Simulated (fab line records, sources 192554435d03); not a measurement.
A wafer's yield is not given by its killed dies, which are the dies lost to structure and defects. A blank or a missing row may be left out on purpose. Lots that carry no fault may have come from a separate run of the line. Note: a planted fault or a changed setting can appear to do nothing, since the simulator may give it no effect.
Chamber matching + flow n5_finfet + N5_MOL_CONTACT_COAG_STRIP_72 on rie_diel-03 has 4 sister chambers
The step strips in N2/H2. 4 wafers are shown with their chamber, then 11 later ones without.

## WAFERS PAIRED WITH THEIR CHAMBERS
| wafer  | chamber | drypump_motor_current_A (A) |
|--------|---------|-----------------------------|
| L089.2 | 0       | 5.0                         |
| L089.3 | 3       | 6.5                         |
| L089.6 | 1       | 6.6                         |
| L090.1 | 2       | 4.8                         |

## WAFERS WITHOUT THEIR CHAMBER
| wafer  | drypump_motor_current_A (A) |
|--------|-----------------------------|
| L090.2 | 6.6                         |
| L090.3 | 6.5                         |
| L091.2 | 5.0                         |
| L091.4 | 6.5                         |
| L091.5 | 5.0                         |
| L093.1 | 6.6                         |
| L093.3 | 4.8                         |
| L093.5 | 6.6                         |
| L096.2 | 6.5                         |
| L096.4 | 5.1                         |
| L096.6 | 6.5                         |

## WHICH CHAMBER EACH ONE RAN IN
| wafer  | from the rows above | in truth                   |
|--------|---------------------|----------------------------|
| L090.2 | 1                   | 1                          |
| L090.3 | 3                   | 3                          |
| L091.2 | 0                   | 0                          |
| L091.4 | 3                   | 3                          |
| L091.5 | 0                   | 0                          |
| L093.1 | 1                   | 1                          |
| L093.3 | 2                   | 2                          |
| L093.5 | 1                   | 1                          |
| L096.2 | 3                   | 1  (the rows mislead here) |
| L096.4 | 0                   | 0                          |
| L096.6 | 3                   | 3                          |
Placed correctly: 10 of 11. Number that these rows cannot place: 0. Wrongly placed: 1.
How it was worked out, from the rows above alone: a wafer's distance from a chamber is the root of the sum, over the readings, of the square of ((its reading less the chamber's mean) divided by the reading's scatter). If the next closest chamber is less than 2 further off than the closest, the wafer can't be placed; otherwise it belongs to the closest. The mean given for a chamber averages the wafers shown for that chamber. The scatter: with one shown wafer a chamber, the root of the mean of the squares of how far each hidden wafer lies from its nearest shown one.
